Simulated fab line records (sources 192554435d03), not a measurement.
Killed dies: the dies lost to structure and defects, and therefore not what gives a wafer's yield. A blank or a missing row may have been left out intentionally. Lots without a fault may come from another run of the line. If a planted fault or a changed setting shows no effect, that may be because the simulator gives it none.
fab line records -- flow n5-finfet
[record] lots = 7, wafers = 39
route steps=1938 shown MOL_CONTACT_COAG@588
start-h: hours from the record's opening day to when the first of the lot's shown wafers began -- wait-h: hours since the lot's step before -- " same as the row above -- L1.1+2: a row that stands for several wafers -- - no value, or no start given -- * or withheld: withheld -- < > ~ a bound
route shown NAME@n: names a module that has steps shown in the file, with the first one's number in the route -- usual: the fault-free wafers' mean and standard deviation -- same: alike in all rows -- chamber/n: place in a boat -- sites: each site's reading -- _std_site: standard deviation across them -- _edge_site: inner sites' mean taken away from outer sites' mean -- radius-mm: how far each site lies from the wafer's centre -- mask NAME#n: copy n -- behind: the most recent tool/chamber to have shaped the wafer -- hold: what put the lot on hold/how long, in hours/how the hold closed -- device: which transistor (n, p or np) failed to switch -- end of line: tests run on the same wafers once the route is complete -- step lacking rows: just its recipe -- killed: dies lost to structure and defects at the first sort, not the wafer's yield -- map: dies across one wafer; x = killed, . = not, _ = none there
set.NAME: the setting the step ran with; set.NAME@STEP: the setting that earlier step ran with -- model.NAME: the simulator's own value behind a step, which no gauge read
lots whose settings were changed on purpose; a table a step, a row a wafer
[[steps]]
[step N5_MOL_CONTACT_COAG_ETCH_47]
[recipe] chemistry = CH3F/O2, target = SiNx, target-depth-a = 270, mask-material = SiO2, stop-on = W, over-etch-frac = 0.2, ion-energy-ev = 120, endpoint = OES-CN, pressure-mtorr = 30, source-w = 395, bias-w = 73, Ar_flow_sccm = 150, CH3F_flow_sccm = 30, O2_flow_sccm = 20, ends = end-point
lot.wafer,tool,chamber,start-h,wait-h,set.over-etch-frac,model.etch.over-etch-s
L075.1,rie-diel-03,3,108.68,0.0,0.2,5.216
L075.2,rie-diel-03,0,108.68,0.0,0.2,5.261
L075.3,rie-diel-03,1,108.68,0.0,0.2095,5.475
L075.4,rie-diel-03,2,108.68,0.0,0.2095,5.559
L075.5,rie-diel-03,1,108.68,0.0,0.2,5.213
L075.6,rie-diel-03,0,108.68,0.0,0.2095,5.552
L080.1,rie-diel-04,1,134.97,0.0,0.2,5.277
L080.2,rie-diel-04,0,134.97,0.0,0.1918,4.956
L080.3,rie-diel-04,2,134.97,0.0,0.2,5.372
L080.4,rie-diel-04,3,134.97,0.0,0.1918,5.088
L080.5,rie-diel-04,0,134.97,0.0,0.2,5.235
L080.6,rie-diel-04,3,134.97,0.0,0.1918,5.124
L083.1,rie-diel-06,2,154.98,0.0,0.1878,4.857
L083.2,rie-diel-06,3,154.98,0.0,0.1878,4.777
L083.3,rie-diel-06,0,154.98,0.0,0.2,5.216
L083.4,rie-diel-06,1,154.98,0.0,0.2,5.134
L083.5,rie-diel-06,2,154.98,0.0,0.1878,4.868
L083.6,rie-diel-06,3,154.98,0.0,0.2,5.045
L085.1,rie-diel-03,3,170.34,0.0,0.2,5.195
L085.2,rie-diel-03,2,170.34,0.0,0.192,5.057
L085.3,rie-diel-03,1,170.34,0.0,0.2,5.151
L085.4,rie-diel-03,0,170.34,0.0,0.2,5.279
L085.5,rie-diel-03,2,170.34,0.0,0.192,5.072
L085.6,rie-diel-03,1,170.34,0.0,0.192,4.934
L086.1,rie-diel-03,1,172.73,0.0,0.2,5.12
L086.2,rie-diel-03,2,172.73,0.0,0.2,5.198
L086.3,rie-diel-03,0,172.73,0.0,0.2123,5.556
L086.4,rie-diel-03,3,172.73,0.0,0.2123,5.439
L086.5,rie-diel-03,0,172.73,0.0,0.2123,5.542
L086.6,rie-diel-03,3,172.73,0.0,0.2,5.191
L087.1,rie-diel-04,3,172.90,0.0,0.2,5.308
L087.2,rie-diel-04,1,172.90,0.0,0.2,5.237
L087.3,rie-diel-04,2,172.90,0.0,0.2,5.394
L091.1,rie-diel-03,3,203.54,0.0,0.2,5.135
L091.2,rie-diel-03,1,203.54,0.0,0.2,5.148
L091.3,rie-diel-03,2,203.54,0.0,0.2128,5.546
L091.4,rie-diel-03,0,203.54,0.0,0.2,5.236
L091.5,rie-diel-03,3,203.54,0.0,0.2128,5.433
L091.6,rie-diel-03,0,203.54,0.0,0.2128,5.629
[[key]]
[split] step = N5_MOL_CONTACT_COAG_ETCH_47, setting = over-etch-frac, stated = 0.2, by = wafer
[response] step = N5_MOL_CONTACT_COAG_ETCH_47, reading = model.etch.over-etch-s, change = +0.0548, per = 1%, r = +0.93
